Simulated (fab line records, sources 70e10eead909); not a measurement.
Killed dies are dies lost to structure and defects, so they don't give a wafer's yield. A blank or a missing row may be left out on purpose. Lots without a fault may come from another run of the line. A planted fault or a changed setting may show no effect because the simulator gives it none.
fab line records | flow nand_harc
record lots=6 wafers=17 last_day=34
route steps=1302 shown P_M1@315 P_M2@318 END@1302
lots that met no fault: from a run of the same line without faults
start_h: hours from the record's first day to the start of the lot's first wafer shown | wait_h: hours since the lot's step before | " the same as in the row above | L1.1+2: a row that stands for several wafers | - no value, or no start given | * or withheld: withheld | < > ~ a bound
route shown NAME@n: a module of which the file shows steps, and the number in the route of the first | usual: mean/standard deviation of fault-free wafers | same: alike in all rows | chamber/n: place in a boat | sites: the reading at each site | _std_site: their standard deviation | _edge_site: outer sites' mean less inner sites' | radius_mm: how far each site lies from the wafer's centre | mask NAME#n: copy n | behind: the tool/chamber that last shaped the wafer | hold: why the lot was held/for how many hours/how that ended | device: the transistor (n, p or np) that didn't switch | end of line: the same wafers' tests at the end of the route | a step without rows: its recipe alone | killed: dies lost to structure and defects at the first sort, not the wafer's yield | map: a wafer's dies, x killed, . not, _ none there
set.NAME: the setting as run; set.NAME@STEP: as run at that earlier step | model.NAME: the simulator's own value behind a step, which no gauge read
lots at some steps of the route; a table a step, a row a wafer
services: from which hour (start_h, from the record's first day; less than 0 if before it) a tool's chamber was out of use, for how many hours, and why
## steps
# step NHARC_P_M1_INSPECT_27
# usual raw_defect_count=343/150
# columns lot.wafer tool chamber start_h wait_h raw_defect_count
L354.1 defect_inspect-01 - 188.37 0.0 251
L354.3 " - " " 461
L354.4 " - " " 296
L358.1 defect_inspect-01 - 229.22 0.0 323
L358.3 " - " " 312
L358.5 " - " " 287
L364.3 defect_inspect-02 - 291.65 0.0 200
L364.4 " - " " 215
L364.5 " - " " 234
L367.4 defect_inspect-02 - 318.10 0.0 422
L367.6 " - " " 465
L368.1 defect_inspect-02 - 346.38 0.0 242
L368.3 " - " " 544
L368.4 " - " " 433
L371.1 defect_inspect-01 - 353.31 0.0 298
L371.4 " - " " 297
L371.5 " - " " 435
# step NHARC_P_M1_PRE_CLEAN_32
# recipe time_s=12 temp_c=370 rf_power_w=300 gas=NH3
# usual heater_power_w=630/62
# columns lot.wafer tool chamber start_h wait_h heater_power_w
L354.1 pecvd-04 1 188.44 0.1 635
L354.3 " 2 " " 602
L354.4 " 0 " " 670
L358.3 pecvd-03 0 229.29 0.1 644
L358.1 " 2 " " 544
L358.5 " 1 " " 604
L364.3 pecvd-03 1 291.74 0.1 520
L364.4 " 0 " " 662
L364.5 " 1 " " 521
L367.6 pecvd-03 0 318.20 0.1 672
L367.4 " 1 " " 628
L368.1 pecvd-03 0 346.46 0.1 666
L368.3 " 1 " " 612
L368.4 " 1 " " 615
L371.1 pecvd-04 2 353.44 0.1 614
L371.4 " 2 " " 619
L371.5 " 0 " " 701
# step NHARC_P_M1_DEP_33
# recipe target_thk_a=300 temp_c=370 target_thk_nm=30 pressure_torr=3 flow_sccm=200 rf_w=450 material=SiCN
# usual heater_power_w=575/57
# columns lot.wafer tool chamber start_h wait_h heater_power_w
L354.1 pecvd-04 1 188.52 0.1 573
L354.3 " 2 " " 509
L354.4 " 0 " " 611
L358.3 pecvd-03 0 229.36 0.1 634
L358.1 " 2 " " 539
L358.5 " 1 " " 512
L364.3 pecvd-03 1 291.88 0.1 561
L364.4 " 0 " " 634
L364.5 " 1 " " 557
L367.6 pecvd-03 0 318.37 0.2 605
L367.4 " 1 " " 522
L368.1 pecvd-03 0 346.57 0.1 576
L368.3 " 1 " " 536
L368.4 " 1 " " 519
L371.1 pecvd-04 2 353.55 0.1 564
L371.4 " 2 " " 563
L371.5 " 0 " " 555
# step NHARC_P_M2_DEP_00
# recipe target_thk_a=1825 target_thk_nm=182.5 temp_c=withheld pressure_torr=5 flow_sccm=200 rf_w=600 material=SiOC
# step NHARC_P_M2_DEHYDRATE_01
# recipe temp_c=150 time_s=120
# step NHARC_P_M2_HMDS_02
# recipe time_s=30
# step NHARC_P_M2_COAT_34
# recipe temp_c=200 time_s=65
# step NHARC_P_M2_COAT_03
# recipe spin_rpm=1500 resist_thk_nm=90
# step NHARC_P_M2_SOFTBAKE_04
# recipe temp_c=105 time_s=55
# step NHARC_P_M2_EBR_05
# step NHARC_P_M2_EXPOSE_06
# recipe na=1.35 target_cd_nm=170 dose_mj=80.78 mask_id=P_M2
# step NHARC_P_M2_PEB_07
# recipe peb_temp_c=100 peb_time_s=65
# usual exhaust_pa=45.0/0.94 heater_power_total_W=156.6/0.43 plate_temp_C=99.99/0.14
# columns lot.wafer tool chamber start_h wait_h exhaust_pa heater_power_total_W plate_temp_C
L354.1 litho_track-06 0 189.53 0.1 47.4 157.2 99.92
L354.3 " 0 " " 45.3 157.1 99.99
L354.4 " 0 " " 46.5 156.5 99.71
L358.1 litho_track-01 0 230.53 0.1 45.8 157.1 100.08
L358.3 " 0 " " 46.3 157.0 100.18
L358.5 " 0 " " 45.1 156.1 100.19
L364.3 litho_track-01 0 292.84 0.0 44.0 154.9 99.34
L364.4 " 0 " " 43.0 155.2 99.27
L364.5 " 0 " " 42.8 155.4 99.27
L367.4 litho_track-01 0 319.30 0.0 45.4 155.6 99.35
L367.6 " 0 " " 45.1 156.0 99.35
L368.1 litho_track-04 0 347.69 0.1 44.6 157.1 99.85
L368.3 " 0 " " 45.1 156.3 99.79
L368.4 " 0 " " 45.4 156.1 99.92
L371.1 litho_track-04 0 354.68 0.1 45.8 157.1 100.13
L371.4 " 0 " " 45.6 156.3 100.25
L371.5 " 0 " " 46.2 156.8 100.23
# step NHARC_P_M2_DEVELOP_08
# recipe develop_time_s=35 dev_temp_c=23
# step NHARC_P_M2_CD_MEAS_09
# recipe target_cd_nm=170 landing_energy_ev=500
# usual cd_nm=169.9/0.46
# columns lot.wafer tool chamber start_h wait_h cd_nm
L354.1 cd_sem-02 0 189.61 - 169.9
L354.3 " 0 " " 168.6
L354.4 " 0 " " 170.2
L358.1 cd_sem-03 0 230.61 - 169.6
L358.3 " 0 " " 170.4
L358.5 " 0 " " 170.4
L364.3 cd_sem-01 0 292.92 - 168.6
L364.4 " 0 " " 169.3
L364.5 " 0 " " 168.9
L367.4 cd_sem-02 0 319.38 - 168.2
L367.6 " 0 " " 167.7
L368.1 cd_sem-03 0 347.77 - 169.3
L368.3 " 0 " " 169.3
L368.4 " 0 " " 169.2
L371.1 cd_sem-03 0 354.76 - 170.3
L371.4 " 0 " " 170.0
L371.5 " 0 " " 169.3
# step NHARC_P_M2_OVL_MEAS_10
# recipe pitch_nm=340
# usual overlay_x_nm=0.2/0.93 overlay_y_nm=-0.1/0.82
# columns lot.wafer tool chamber start_h wait_h overlay_x_nm overlay_y_nm
L354.1 overlay-01 - 189.70 - -0.5 -0.8
L354.3 " - " " -0.2 -1.2
L354.4 " - " " -0.2 -1.6
L358.1 overlay-02 - 230.70 - 0.2 -0.7
L358.3 " - " " 0.5 0.1
L358.5 " - " " 0.1 0.1
L364.3 overlay-01 - 293.01 - -0.6 -0.5
L364.4 " - " " -0.7 -0.3
L364.5 " - " " -0.5 0.0
L367.4 overlay-02 - 319.46 - -0.3 -1.1
L367.6 " - " " -0.5 -0.8
L368.1 overlay-02 - 347.86 - 0.6 -0.5
L368.3 " - " " -0.5 -0.4
L368.4 " - " " -0.1 -0.3
L371.1 overlay-02 - 354.85 - -0.2 -0.4
L371.4 " - " " 0.0 -1.1
L371.5 " - " " -0.1 -0.9
# step NHARC_P_M2_INSPECT_11
# usual raw_defect_count=5/3.3
# columns lot.wafer tool chamber start_h wait_h raw_defect_count
L354.1 defect_inspect-02 - 189.73 0.0 5
L354.3 " - " " 5
L354.4 " - " " 8
L358.1 defect_inspect-01 - 230.73 0.0 9
L358.3 " - " " 5
L358.5 " - " " 3
L364.3 defect_inspect-02 - 293.04 0.0 9
L364.4 " - " " 6
L364.5 " - " " 5
L367.4 defect_inspect-02 - 319.50 0.0 5
L367.6 " - " " 2
L368.1 defect_inspect-02 - 347.90 0.0 6
L368.3 " - " " 7
L368.4 " - " " 3
L371.1 defect_inspect-02 - 354.88 0.0 2
L371.4 " - " " 3
L371.5 " - " " 4
# step NHARC_P_M2_DESCUM_14
# recipe time_s=3 o2_flow_sccm=200 ar_flow_sccm=0 bias_power_w=0 chemistry=O2
# usual drypump_motor_current_A=5.6/0.48 oes_product_au=1.000/0.0076 rf_vpp_V=57.8/0.9 showerhead_plenum_p_Torr=1.93/0.089 throttle_valve_pct=11.311/0.0086
# columns lot.wafer tool chamber start_h wait_h drypump_motor_current_A oes_product_au rf_hours_counter_h rf_vpp_V showerhead_plenum_p_Torr throttle_valve_pct model.P_M2.cd_nm
L354.1 rie_diel-10 3 189.80 0.1 4.9 1.000 5.8 57.8 1.84 11.315 169.7
L354.3 " 1 " " 5.1 1.015 6.3 58.9 1.94 11.314 168.5
L354.4 " 1 " " 5.1 1.005 - 58.4 1.94 11.317 170.2
L358.1 rie_diel-01 0 230.81 0.1 6.2 0.997 1.1 57.9 2.06 11.304 170
L358.3 " 1 " " 6.0 0.992 1.1 59.3 1.98 11.315 170
L358.5 " 2 " " 4.9 1.000 - 58.7 1.90 11.313 170.3
L364.3 rie_diel-01 1 293.10 0.1 6.0 1.010 4.7 58.7 1.98 11.301 168.4
L364.4 " 0 " " 6.2 1.007 4.0 57.6 2.06 11.310 169
L364.5 " 2 " " 4.9 1.008 - 58.5 1.90 11.302 169
L367.4 rie_diel-10 3 319.60 0.1 5.0 1.006 - 57.9 1.84 11.291 167.8
L367.6 " 0 " " 5.7 1.008 - 59.2 1.96 11.331 167.5
L368.1 rie_diel-10 2 347.96 0.1 5.9 1.003 4.6 56.5 1.80 11.310 169.5
L368.3 " 0 " " 5.7 1.010 4.5 56.8 1.96 11.318 169.3
L368.4 " 1 " " 5.1 1.010 3.2 56.7 1.94 11.303 169.2
L371.4 rie_diel-07 1 354.94 0.1 6.5 0.988 3.1 55.6 1.83 11.309 170.7
L371.1 " 3 " " 5.8 0.995 1.4 58.1 2.05 11.318 170.4
L371.5 " 2 " " 5.6 0.996 - 58.7 2.01 11.306 170.2
# step NHARC_P_M2_ETCH_35
# recipe target_depth_a=400 overetch_a=120 time_s=43.94 ion_energy_ev=200 n2_flow_sccm=150 h2_flow_sccm=150 ar_flow_sccm=0 rf_w=400 bias_w=150 chemistry=N2/H2
# usual drypump_motor_current_A=5.6/0.48 h2_flow_sccm=149.9/0.45 oes_product_au=1.000/0.0084 rf_vpp_V=430.8/2.8 showerhead_plenum_p_Torr=2.06/0.097 throttle_valve_pct=14.171/0.0095
# columns lot.wafer tool chamber start_h wait_h drypump_motor_current_A h2_flow_sccm oes_product_au rf_hours_counter_h rf_vpp_V showerhead_plenum_p_Torr throttle_valve_pct
L354.3 rie_diel-10 2 189.90 0.1 5.9 150.1 1.004 5.4 424.9 1.91 14.171
L354.1 " 3 " " 5.0 149.3 1.002 5.9 427.6 1.96 14.169
L354.4 " 3 " " 5.0 149.5 0.999 - 426.3 1.96 14.182
L358.1 rie_diel-01 3 230.88 0.1 5.7 149.9 1.000 1.5 430.4 2.02 14.164
L358.3 " 1 " " 6.0 149.8 1.001 1.2 431.8 2.12 14.170
L358.5 " 0 " " 6.2 149.9 1.010 - 433.8 2.20 14.153
L364.3 rie_diel-01 1 293.20 0.1 6.0 150.3 1.005 4.7 432.6 2.11 14.185
L364.4 " 3 " " 5.7 149.5 1.007 4.6 430.1 2.02 14.161
L364.5 " 0 " " 6.2 149.6 0.986 - 434.5 2.20 14.178
L367.4 rie_diel-10 0 319.68 0.1 5.7 149.9 1.002 - 432.0 2.09 14.173
L367.6 " 2 " " 5.9 150.0 1.008 - 424.3 1.91 14.168
L368.1 rie_diel-10 0 348.04 0.1 5.7 150.5 1.011 4.5 431.7 2.09 14.189
L368.3 " 1 " " 5.1 149.4 1.000 3.2 430.5 2.06 14.169
L368.4 " 2 " " 5.9 150.7 0.997 4.6 425.8 1.91 14.169
L371.1 rie_diel-07 0 355.03 0.1 5.2 149.5 0.996 2.3 434.4 2.18 14.183
L371.4 " 3 " " 5.8 149.7 1.001 1.4 434.6 2.19 14.162
L371.5 " 1 " " 6.6 150.1 0.999 - 429.0 1.94 14.156
# step NHARC_P_M2_ETCH_15
# recipe target_depth_a=1825 time_s=91.2 c4f8_flow_sccm=withheld ar_flow_sccm=400 rf_w=600 bias_w=300 chemistry=C4F8/Ar
# usual oes_product_au=0.939/0.023 rf_vpp_V=441.3/2.8
# columns lot.wafer tool chamber start_h wait_h oes_product_au rf_hours_counter_h rf_vpp_V
L354.3 rie_diel-10 1 - - 0.926 6.3 441.5
L354.1 " 2 " " 0.925 5.4 436.2
L354.4 " 2 " " 0.922 - 436.5
L358.3 rie_diel-01 0 - - 0.978 1.1 444.5
L358.1 " 1 " " 0.972 1.2 442.4
L358.5 " 0 " " 0.973 - 445.3
L364.3 rie_diel-01 0 - - 0.919 4.1 445.0
L364.4 " 1 " " 0.926 4.8 443.2
L364.5 " 3 " " 0.923 - 439.4
L367.6 rie_diel-10 0 - - 0.973 - 442.2
L367.4 " 2 " " 0.982 - 438.4
L368.3 rie_diel-10 1 - - 0.978 3.2 442.2
L368.4 " 2 " " 0.964 4.6 436.1
L368.1 " 3 " " 0.970 4.6 439.0
L371.1 rie_diel-07 1 - - 0.919 3.1 437.8
L371.4 " 3 " " 0.923 1.5 443.5
L371.5 " 2 " " 0.914 - 444.4
# step NHARC_P_M2_CD_MEAS_16
# usual cd_nm=169.8/0.54
# columns lot.wafer tool chamber start_h wait_h cd_nm
L354.1 cd_sem-02 - 190.14 - 169.6
L354.3 " - " " 169.2
L354.4 " - " " 170.3
L358.1 cd_sem-02 - 231.11 - 170.0
L358.3 " - " " 170.1
L358.5 " - " " 170.1
L364.3 cd_sem-03 - 293.42 - 168.3
L364.4 " - " " 168.6
L364.5 " - " " 168.5
L367.4 cd_sem-03 - 319.92 - 167.5
L367.6 " - " " 167.4
L368.1 cd_sem-03 - 348.27 - 169.4
L368.3 " - " " 169.0
L368.4 " - " " 169.1
L371.1 cd_sem-03 - 355.25 - 170.3
L371.4 " - " " 170.5
L371.5 " - " " 170.1
# step NHARC_P_M2_STRIP_18
# recipe power_w=1000 n2_flow_sccm=150 h2_flow_sccm=150 ar_flow_sccm=0 bias_w=0 chemistry=N2/H2
# usual drypump_motor_current_A=5.6/0.5 h2_flow_sccm=150.0/0.43 oes_product_au=0.999/0.0077 rf_vpp_V=90.9/0.9 showerhead_plenum_p_Torr=2.06/0.094 throttle_valve_pct=14.170/0.01
# columns lot.wafer tool chamber start_h wait_h drypump_motor_current_A h2_flow_sccm oes_product_au rf_hours_counter_h rf_vpp_V showerhead_plenum_p_Torr throttle_valve_pct
L354.1 rie_diel-01 2 190.22 0.1 4.9 150.6 0.986 11.9 88.7 2.02 14.176
L354.4 " 3 " " 5.7 149.4 0.999 10.8 89.8 2.02 14.184
L354.3 " 0 " " 6.2 150.6 0.984 8.1 91.2 2.20 14.176
L358.1 rie_diel-01 3 231.21 0.1 5.7 151.0 1.006 1.6 91.1 2.02 14.177
L358.3 " 0 " " 6.2 149.7 1.007 1.2 90.7 2.20 14.174
L358.5 " 3 " " 5.7 150.4 1.009 - 91.0 2.02 14.162
L364.4 rie_diel-10 3 293.48 0.1 5.0 150.6 0.988 2.1 90.4 1.96 14.177
L364.3 " 0 " " 5.7 148.8 0.997 2.0 90.5 2.09 14.168
L364.5 " 0 " " 5.7 149.9 0.998 - 92.1 2.09 14.178
L367.4 rie_diel-01 0 320.01 0.1 6.2 150.2 0.998 5.2 90.6 2.20 14.158
L367.6 " 3 " " 5.7 149.9 1.006 - 90.2 2.02 14.185
L368.3 rie_diel-07 2 348.37 0.1 5.6 149.9 1.003 2.2 90.7 2.15 14.158
L368.4 " 3 " " 5.8 149.9 1.001 0.8 92.5 2.19 14.174
L368.1 " 0 " " 5.2 149.8 0.999 1.7 91.6 2.18 14.172
L371.1 rie_diel-10 3 355.35 0.1 5.0 150.0 0.995 4.8 90.1 1.96 14.166
L371.4 " 1 " " 5.1 150.4 0.995 3.5 90.7 2.06 14.181
L371.5 " 3 " " 5.0 149.9 0.998 - 90.4 1.96 14.159
# step NHARC_P_M2_ETCH_28
# recipe target_depth_a=300 over_etch_frac=0.3 time_s=72.99 ion_energy_ev=150 cf4_flow_sccm=50 n2_flow_sccm=100 ar_flow_sccm=150 rf_w=300 bias_w=100 chemistry=CF4/N2
# usual drypump_motor_current_A=5.6/0.49 oes_product_au=1.001/0.0078 rf_vpp_V=314.7/2 showerhead_plenum_p_Torr=2.66/0.11 throttle_valve_pct=19.793/0.0094
# columns lot.wafer tool chamber start_h wait_h drypump_motor_current_A oes_product_au rf_hours_counter_h rf_vpp_V showerhead_plenum_p_Torr throttle_valve_pct model.P_M2.cd_nm
L354.1 rie_diel-01 2 - - 4.9 0.989 12.0 313.8 2.61 19.790 169.5
L354.3 " 3 " " 5.7 0.994 10.8 312.3 2.60 19.801 169.4
L354.4 " 1 " " 6.0 0.988 11.7 315.8 2.72 19.801 170.1
L358.1 rie_diel-01 0 - - 6.2 0.992 1.2 316.0 2.81 19.776 169.6
L358.3 " 1 " " 6.0 0.995 1.2 315.4 2.72 19.795 169.8
L358.5 " 3 " " 5.7 1.005 - 314.0 2.60 19.787 169.8
L364.4 rie_diel-10 0 - - 5.7 1.019 2.1 315.8 2.68 19.780 168.7
L364.3 " 1 " " 5.1 0.997 1.9 314.9 2.66 19.790 168
L364.5 " 0 " " 5.7 1.009 - 316.7 2.68 19.784 167.8
L367.4 rie_diel-01 0 - - 6.2 0.997 5.3 316.6 2.81 19.791 168.5
L367.6 " 0 " " 6.2 1.001 - 317.0 2.81 19.791 167.6
L368.4 rie_diel-07 2 - - 5.6 1.007 2.2 316.9 2.75 19.797 168.9
L368.1 " 3 " " 5.8 1.006 0.9 315.8 2.80 19.794 169.5
L368.3 " 0 " " 5.2 0.997 1.7 316.7 2.79 19.797 169.3
L371.1 rie_diel-10 2 - - 5.9 1.001 4.9 312.5 2.47 19.802 170
L371.4 " 1 " " 5.1 0.998 3.5 315.4 2.65 19.802 170.8
L371.5 " 2 " " 5.9 0.989 - 313.0 2.47 19.785 170
# step NHARC_P_M2_STRIP_19
# recipe time_s=600 temp_c=30 chemistry=post_etch_residue_remover
# step NHARC_END_SORT_01
# recipe temp_c=25
# usual defect_limited_yield=90.1/2.4 killed_at_array=62/16 killed_at_other=0.8/1.1 killed_at_periphery=4/3.2 killed_dies=67/16 killed_open=3.5/1.9 killed_short=2.1/1.5
# same gross_dies=677
# columns lot.wafer tool chamber start_h wait_h defect_limited_yield[%] killed_at_array killed_at_other killed_at_periphery killed_dies killed_open killed_short
L354.1 prober-01 0 631.23 2.5 89.8 64 3 2 69 4 5
L354.3 prober-01 0 632.82 3.1 91.4 51 3 4 58 2 0
L354.4 prober-01 0 633.62 3.4 89.8 60 1 8 69 3 2
L367.4 prober-01 0 750.80 3.4 88.8 76 0 0 76 4 2
L367.6 prober-01 0 752.41 4.0 87.6 79 0 5 84 1 3
# killed by level:class
L354.1 A_CHANNEL_HOLE_D1:chamber_film_flake=29 A_CHANNEL_HOLE_D2:chamber_film_flake=15 A_CONTACT:chamber_film_flake=3 THIN_TSV:chamber_film_flake=3 A_CHANNEL_FILL_D2:geometric_particle:short=2 A_SGD_CUT:geometric_particle:open=2 A_ZERO_WELL:chamber_film_flake=2 A_WL_FILL:chamber_film_flake=2
L354.3 A_CHANNEL_HOLE_D1:chamber_film_flake=30 A_CHANNEL_HOLE_D2:chamber_film_flake=16 P_CONTACT:chamber_film_flake=3 THIN_TSV:chamber_film_flake=3 A_WL_FILL:chamber_film_flake=2 P_CONTACT:geometric_particle:open=1 A_WL_FILL:geometric_particle:open=1 A_STAIRCASE:chamber_film_flake=1
L354.4 A_CHANNEL_HOLE_D1:chamber_film_flake=30 A_CHANNEL_HOLE_D2:chamber_film_flake=16 P_CONTACT:chamber_film_flake=4 A_CONTACT:chamber_film_flake=4 A_WL_FILL:chamber_film_flake=4 A_ZERO_WELL:chamber_film_flake=2 P_GATE:geometric_particle:open=1 P_CONTACT:geometric_particle:open=1
L367.4 A_CHANNEL_HOLE_D1:chamber_film_flake=33 A_SLIT:chamber_film_flake=33 A_STAIRCASE:chamber_film_flake=2 A_CONTACT:chamber_film_flake=2 A_ONON_D1:geometric_particle:open=1 A_CHANNEL_HOLE_D1:geometric_particle:open=1 A_CHANNEL_FILL_D1:geometric_particle:short=1 A_WL_FILL:geometric_particle:short=1
L367.6 A_CHANNEL_HOLE_D1:chamber_film_flake=40 A_SLIT:chamber_film_flake=26 A_CONTACT:chamber_film_flake=8 A_STAIRCASE:chamber_film_flake=2 P_CONTACT:geometric_particle:short=1 P_M0:geometric_particle:short=1 P_M2:geometric_particle:open=1 A_DECK1_JOINT:geometric_particle:short=1
## services
# columns tool chamber start_h hours kind
rie_diel-10 0 172.51 - clean
rie_diel-10 1 172.51 - clean
rie_diel-10 2 172.51 - clean
litho_track-06 - 179.00 7.0 pm
pecvd-03 - 185.22 13.0 pm
rie_diel-07 1 200.25 9.8 repair
litho_track-04 - 203.00 7.0 pm
rie_diel-01 - 203.80 9.0 pm
pecvd-04 - 209.12 1.7 repair
pecvd-04 0 240.51 14.3 repair
rie_diel-10 - 242.51 9.0 pm
pecvd-04 - 266.87 1.1 repair
pecvd-04 - 269.99 13.0 pm
rie_diel-10 3 278.59 6.0 repair
rie_diel-07 - 294.20 9.0 pm
rie_diel-01 2 294.76 7.8 repair
pecvd-04 0 309.54 7.7 repair
rie_diel-10 1 310.79 12.8 repair
rie_diel-07 2 313.06 3.7 repair
rie_diel-07 3 313.56 14.5 repair
rie_diel-07 1 324.01 8.8 repair
litho_track-01 - 330.00 7.0 pm
rie_diel-01 2 338.17 7.4 repair
litho_track-06 - 354.00 7.0 pm
## key
first_sign step=NHARC_P_M2_PEB_07 reading=plate_temp_C direction=down sigmas=4.9 usual=* struck=*
effect step=NHARC_P_M2_PEB_07 reading=heater_power_total_W direction=down sigmas=2.7 usual=* struck=*
effect step=NHARC_P_M2_CD_MEAS_09 reading=cd_nm direction=down sigmas=3 usual=169.9 struck=168.5 through=control_loop
effect step=NHARC_P_M2_CD_MEAS_16 reading=cd_nm direction=down sigmas=3.2 usual=169.8 struck=168.1 through=control_loop
model_effect step=NHARC_P_M2_DESCUM_14 value=P_M2.cd_nm without=170.1 struck=168.3
model_effect step=NHARC_P_M2_ETCH_28 value=P_M2.cd_nm without=169.9 struck=168.1
met_at NHARC_P_M2_PEB_07
struck_wafers L364.3,L364.4,L364.5,L367.4,L367.6
loop_trim step=NHARC_P_M2_EXPOSE_06 setting=dose lots=L367
onset_between 230.53 292.84
fault kind=process_parameter_drift tool=litho_track-01 chamber=- onset_h=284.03 steps=NHARC_P_M2_PEB_07 channel=peb_temp_c offset=* shape=step end_h=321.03 acts_in=* stated=*
# loop_trim: a control loop set the setting to another value than it would have without faults
